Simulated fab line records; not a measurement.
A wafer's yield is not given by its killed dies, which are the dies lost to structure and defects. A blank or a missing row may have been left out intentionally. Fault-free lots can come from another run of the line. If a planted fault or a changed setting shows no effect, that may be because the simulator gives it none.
Split-lot trial || flow n5 finfet || on a route of 1938 steps: 7 lots, 21 wafers read

== SPLIT DETAILS ==
At N5_ILD0_ALD_15 (deposits SiNx, target thk 24 nm, pulse time 1 s, ald cycles 480), the setting ald cycles was moved away from the recipe's 480 on 8 of the 21 wafers read, by -13.5% to +9.4%. This setting was run at the recipe's value on the other wafers.

The split's own step is where the reading is taken.

== THE READING ==
SiNx_of_ILD0_ALD_15.thk nm (the simulator's own value, which no gauge read), in nm, at N5_ILD0_ALD_15 (deposits SiNx, target thk 24 nm, pulse time 1 s, ald cycles 480). The file does not state a usual value for it. Here, 13 wafers ran the recipe; their average is 24.0 nm with a standard deviation of 0.11 nm.

{"wafer": "L075.2", "tool, chamber at the split": "ald sin-02, 0", "ald cycles as run": 415, "against the recipe": "-13.5%", "SiNx_of_ILD0_ALD_15.thk nm, nm": 20.8, "against lot-mates on the recipe": -3.4}
{"wafer": "L075.3", "tool, chamber at the split": "ald sin-02, 1", "ald cycles as run": 480, "against the recipe": "recipe", "SiNx_of_ILD0_ALD_15.thk nm, nm": 24.2, "against lot-mates on the recipe": "-"}
{"wafer": "L075.4", "tool, chamber at the split": "ald sin-02, 2", "ald cycles as run": 415, "against the recipe": "-13.5%", "SiNx_of_ILD0_ALD_15.thk nm, nm": 20.6, "against lot-mates on the recipe": -3.6}
{"wafer": "L077.1", "tool, chamber at the split": "ald sin-03, 2,1", "ald cycles as run": 480, "against the recipe": "recipe", "SiNx_of_ILD0_ALD_15.thk nm, nm": 24, "against lot-mates on the recipe": "-"}
{"wafer": "L077.4", "tool, chamber at the split": "ald sin-03, 2,1", "ald cycles as run": 480, "against the recipe": "recipe", "SiNx_of_ILD0_ALD_15.thk nm, nm": 24, "against lot-mates on the recipe": "-"}
{"wafer": "L077.3", "tool, chamber at the split": "ald sin-03, 0", "ald cycles as run": 525, "against the recipe": "+9.4%", "SiNx_of_ILD0_ALD_15.thk nm, nm": 26.2, "against lot-mates on the recipe": "+2.2"}
{"wafer": "L078.1", "tool, chamber at the split": "ald sin-03, 1,0", "ald cycles as run": 452, "against the recipe": "-5.8%", "SiNx_of_ILD0_ALD_15.thk nm, nm": 22.6, "against lot-mates on the recipe": -1.4}
{"wafer": "L078.3", "tool, chamber at the split": "ald sin-03, 1,0", "ald cycles as run": 452, "against the recipe": "-5.8%", "SiNx_of_ILD0_ALD_15.thk nm, nm": 22.6, "against lot-mates on the recipe": -1.4}
{"wafer": "L078.6", "tool, chamber at the split": "ald sin-03, 1", "ald cycles as run": 480, "against the recipe": "recipe", "SiNx_of_ILD0_ALD_15.thk nm, nm": 24, "against lot-mates on the recipe": "-"}
{"wafer": "L084.2", "tool, chamber at the split": "ald sin-02, 1,2", "ald cycles as run": 480, "against the recipe": "recipe", "SiNx_of_ILD0_ALD_15.thk nm, nm": 24, "against lot-mates on the recipe": "-"}
{"wafer": "L084.4", "tool, chamber at the split": "ald sin-02, 1,2", "ald cycles as run": 480, "against the recipe": "recipe", "SiNx_of_ILD0_ALD_15.thk nm, nm": 24, "against lot-mates on the recipe": "-"}
{"wafer": "L084.6", "tool, chamber at the split": "ald sin-02, 2", "ald cycles as run": 433, "against the recipe": "-9.8%", "SiNx_of_ILD0_ALD_15.thk nm, nm": 21.6, "against lot-mates on the recipe": -2.4}
{"wafer": "L087.1", "tool, chamber at the split": "ald sin-04, 0", "ald cycles as run": 480, "against the recipe": "recipe", "SiNx_of_ILD0_ALD_15.thk nm, nm": 24, "against lot-mates on the recipe": "-"}
{"wafer": "L087.5", "tool, chamber at the split": "ald sin-04, 2,1", "ald cycles as run": 480, "against the recipe": "recipe", "SiNx_of_ILD0_ALD_15.thk nm, nm": 23.8, "against lot-mates on the recipe": "-"}
{"wafer": "L087.6", "tool, chamber at the split": "ald sin-04, 2,1", "ald cycles as run": 480, "against the recipe": "recipe", "SiNx_of_ILD0_ALD_15.thk nm, nm": 23.8, "against lot-mates on the recipe": "-"}
{"wafer": "L088.2", "tool, chamber at the split": "ald sin-03, 0,3", "ald cycles as run": 480, "against the recipe": "recipe", "SiNx_of_ILD0_ALD_15.thk nm, nm": 24, "against lot-mates on the recipe": "-"}
{"wafer": "L088.3", "tool, chamber at the split": "ald sin-03, 0,3", "ald cycles as run": 480, "against the recipe": "recipe", "SiNx_of_ILD0_ALD_15.thk nm, nm": 24, "against lot-mates on the recipe": "-"}
{"wafer": "L088.6", "tool, chamber at the split": "ald sin-03, 2", "ald cycles as run": 480, "against the recipe": "recipe", "SiNx_of_ILD0_ALD_15.thk nm, nm": 23.8, "against lot-mates on the recipe": "-"}
{"wafer": "L091.1", "tool, chamber at the split": "ald sin-03, 2", "ald cycles as run": 480, "against the recipe": "recipe", "SiNx_of_ILD0_ALD_15.thk nm, nm": 24, "against lot-mates on the recipe": "-"}
{"wafer": "L091.4", "tool, chamber at the split": "ald sin-03, 1", "ald cycles as run": 515, "against the recipe": "+7.3%", "SiNx_of_ILD0_ALD_15.thk nm, nm": 25.6, "against lot-mates on the recipe": "+1.6"}
{"wafer": "L091.6", "tool, chamber at the split": "ald sin-03, 3", "ald cycles as run": 515, "against the recipe": "+7.3%", "SiNx_of_ILD0_ALD_15.thk nm, nm": 25.8, "against lot-mates on the recipe": "+1.8"}
The file does not say which wafer passed through which chamber wherever a row lists several chambers: such a row stands for several wafers.

THE FIT
A straight line over all 21 wafers: SiNx_of_ILD0_ALD_15.thk nm changes by +0.24 nm for each +1% of ald cycles; r = +1.00; the points scatter about the line by 0.1 nm.
The same after taking each lot's own level away (the mean of its wafers on the recipe; 21 wafers): +0.248 nm for each +1%; r = +1.00; scatter 0.093 nm.
That fit puts the effect of the largest move of ald cycles on the reading at 3.4 nm.
The span of the lots' own levels, 23.87 to 24.20 nm, comes to 3.1 times the standard deviation stated above.
Hence the lot-to-lot level has little effect on the slope; both slopes agree.
Check: -3.37 nm against its lot-mates is what the line predicts for one of the wafers moved furthest among these (-13.5%) when that wafer is left out of the fit. It came out at -3.4 nm against them.

== OTHER SPLITS APPLIED TO THESE WAFERS ==
These wafers also went through other splits before the reading. Each is held against what the fit with the lots' levels taken away leaves over:
{"other split on the same wafers": "N5_ILD0_CMP_03 down force psi", "wafers away from the commonest value": 5, "r with SiNx_of_ILD0_ALD_15.thk nm (lot level and that fit taken away)": -0.10}

== FILE'S OWN FIT ==
SiNx_of_ILD0_ALD_15.thk nm changes by +0.247 nm for each +1% of ald cycles, r = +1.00.
